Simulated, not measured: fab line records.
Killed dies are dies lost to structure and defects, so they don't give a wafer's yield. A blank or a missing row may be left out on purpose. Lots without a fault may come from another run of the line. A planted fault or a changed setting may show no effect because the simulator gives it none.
Matching of chambers    flow n5_finfet    ald_hk-01 running N5_HKMG_FIN_HK_ALD_01: 4 sister chambers
The step deposits HfO2, target thk 1.6 nm, pulse time 3 s, purge time 3 s. 4 wafers are shown with their chamber, then 11 later ones without.

WAFERS WITH THEIR CHAMBER
wafer   chamber  precursor_pulse_height_rel
L084.5  0        1.023
L088.2  3        0.973
L088.4  2        0.995
L090.2  1        0.979

WAFERS WITHOUT THEIR CHAMBER
wafer   precursor_pulse_height_rel
L090.3  1.037
L090.4  0.968
L092.1  0.990
L092.2  1.029
L092.5  0.976
L093.4  0.963
L093.5  1.035
L093.6  1.010
L097.1  0.995
L097.3  1.013
L097.5  1.029

THE CHAMBER EACH PASSED THROUGH
wafer    from the rows above            in truth
L090.3   0                              0
L090.4   can't be placed: 3 or 1        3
L092.1   can't be placed: 2 or 1 or 3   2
L092.2   0                              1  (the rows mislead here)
L092.5   can't be placed: 1 or 3 or 2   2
L093.4   can't be placed: 3 or 1        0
L093.5   0                              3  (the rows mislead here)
L093.6   can't be placed: 0 or 2        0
L097.1   can't be placed: 2 or 1        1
L097.3   can't be placed: 0 or 2        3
L097.5   0                              0
2 of 11 placed correctly. From these rows, 7 cannot be placed; in 5 the true chamber is one of the candidates. 2 placed wrongly.
How it was worked out, from the rows above alone: a wafer's distance from a chamber is the root of the sum, over the readings, of the square of ((its reading less the chamber's mean) divided by the reading's scatter). If the next closest chamber is less than 2 further off than the closest, the wafer can't be placed; otherwise it belongs to the closest. The mean given for a chamber averages the wafers shown for that chamber. The scatter (one wafer shown for each chamber): square how far every hidden wafer sits from the nearest shown wafer, average those squares and take the square root.
